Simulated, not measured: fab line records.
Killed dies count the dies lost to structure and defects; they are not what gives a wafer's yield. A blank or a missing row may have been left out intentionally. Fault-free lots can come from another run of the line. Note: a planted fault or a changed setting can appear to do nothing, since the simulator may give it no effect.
Split-lot trial	flow n5 finfet	on a route of 1938 steps: 7 lots, 39 wafers read

== ON THE SPLIT ==
At N5_GATE_CUT_ALD_22 (deposits SiNx, target thk 16 nm, pulse time 1 s, ald cycles 320), the setting ald cycles was moved away from the recipe's 320 on 12 of the 39 wafers read, by -40.9% to +59.1%. The other wafers ran this setting at the recipe's value.

The reading comes from the split's own step.

== THE READING ==
SiNx_of_GATE_CUT_ALD_22.thk nm (the simulator's own value, which no gauge read), in nm, at N5_GATE_CUT_ALD_22 (deposits SiNx, target thk 16 nm, pulse time 1 s, ald cycles 320). The file gives no usual value for it. Across the 27 wafers here that went through the recipe, the average is 16.0 nm and the standard deviation 0.093 nm.

wafer	tool, chamber at the split	ald cycles as run	against the recipe	SiNx_of_GATE_CUT_ALD_22.thk nm, nm	against lot-mates on the recipe
L075.1	ald sin-03, 0,1	320	recipe	16	-
L075.3	ald sin-03, 0,1	320	recipe	16	-
L075.2	ald sin-03, 2,2,3	509	+59.1%	25.6	+9.5
L075.5	ald sin-03, 2,2,3	509	+59.1%	25.6	+9.5
L075.6	ald sin-03, 2,2,3	509	+59.1%	25.6	+9.5
L075.4	ald sin-03, 3	320	recipe	16.2	-
L076.1	ald sin-02, 2,1,0	320	recipe	16	-
L076.2	ald sin-02, 2,1,0	320	recipe	16	-
L076.4	ald sin-02, 2,1,0	320	recipe	16	-
L076.3	ald sin-02, 3,0,3	320	recipe	15.8	-
L076.5	ald sin-02, 3,0,3	320	recipe	15.8	-
L076.6	ald sin-02, 3,0,3	320	recipe	15.8	-
L085.2	ald sin-02, 0,2,3	320	recipe	16	-
L085.3	ald sin-02, 0,2,3	320	recipe	16	-
L085.5	ald sin-02, 0,2,3	320	recipe	16	-
L089.1	ald sin-03, 3,0,0	320	recipe	16	-
L089.4	ald sin-03, 3,0,0	320	recipe	16	-
L089.6	ald sin-03, 3,0,0	320	recipe	16	-
L089.2	ald sin-03, 1	189	-40.9%	9.4	-6.6
L089.5	ald sin-03, 1	189	-40.9%	9.4	-6.6
L089.3	ald sin-03, 2	189	-40.9%	9.6	-6.4
L091.1	ald sin-04, 3	449	+40.3%	22.6	+6.6
L091.6	ald sin-04, 3	449	+40.3%	22.6	+6.6
L091.2	ald sin-04, 0,2,2	320	recipe	16	-
L091.3	ald sin-04, 0,2,2	320	recipe	16	-
L091.5	ald sin-04, 0,2,2	320	recipe	16	-
L091.4	ald sin-04, 1	449	+40.3%	22.4	+6.4
L095.1	ald sin-02, 3,1,0,3,2	320	recipe	16	-
L095.2	ald sin-02, 3,1,0,3,2	320	recipe	16	-
L095.4	ald sin-02, 3,1,0,3,2	320	recipe	16	-
L095.5	ald sin-02, 3,1,0,3,2	320	recipe	16	-
L095.6	ald sin-02, 3,1,0,3,2	320	recipe	16	-
L095.3	ald sin-02, 2	320	recipe	16.2	-
L096.1	ald sin-03, 0,2,3	449	+40.3%	22.4	+6.5
L096.2	ald sin-03, 0,2,3	449	+40.3%	22.4	+6.5
L096.3	ald sin-03, 0,2,3	449	+40.3%	22.4	+6.5
L096.4	ald sin-03, 1	320	recipe	15.8	-
L096.5	ald sin-03, 3,0	320	recipe	16	-
L096.6	ald sin-03, 3,0	320	recipe	16	-
Where a row lists several chambers, the file gives one row for several wafers and doesn't say which wafer went through which chamber.

FIT RESULTS
A straight line over all 39 wafers: SiNx_of_GATE_CUT_ALD_22.thk nm changes by +0.161 nm for each +1% of ald cycles; r = +1.00; the points scatter about the line by 0.098 nm.
The same after taking each lot's own level away (the mean of its wafers on the recipe; 39 wafers): +0.161 nm for each +1%; r = +1.00; scatter 0.076 nm.
On that fit, the largest move of ald cycles shifts the reading by 9.5 nm.
The lots' own levels span 15.90 to 16.07 nm, that is 1.8 times the standard deviation above.
The two slopes are in agreement: the lot-to-lot level therefore moves the slope only a little.
Check: for one of the wafers moved furthest among these (+59.1%), held out of the fit, the line's prediction against its lot-mates is +9.51 nm. Against them it came out at +9.53 nm.

== THE OTHER SPLITS THESE WAFERS WENT THROUGH ==
Other splits were also applied to these wafers ahead of the reading. Each is held against what the fit with the lots' levels taken away leaves over:
other split on the same wafers	wafers away from the commonest value	r with SiNx_of_GATE_CUT_ALD_22.thk nm (lot level and that fit taken away)
N5_ZERO_LAYER_PECVD_02 time s	18	+0.41
N5_ILD0_PRECLEAN_10 time s	15	+0.29

== THE WHOLE CHAIN: every reading that the file lists as answering this split, in the file's order ==
step	what it does	reading	change (the file's fit)	r (the file's)
N5_GATE_CUT_ALD_22	deposits SiNx, target thk 16 nm, pulse time 1 s, ald cycles 320	SiNx_of_GATE_CUT_ALD_22.thk nm (the simulator's own value, which no gauge read)	+0.161 nm for each +1% of the setting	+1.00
N5_GATE_CUT_CMP_23	polishes, stops on SiO2, t overpolish 23.4 s, target thk 16 nm	time to endpoint s	withheld for each +1% of the setting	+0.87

== FILE'S OWN FIT ==
SiNx_of_GATE_CUT_ALD_22.thk nm changes by +0.161 nm for each +1% of ald cycles, r = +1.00.
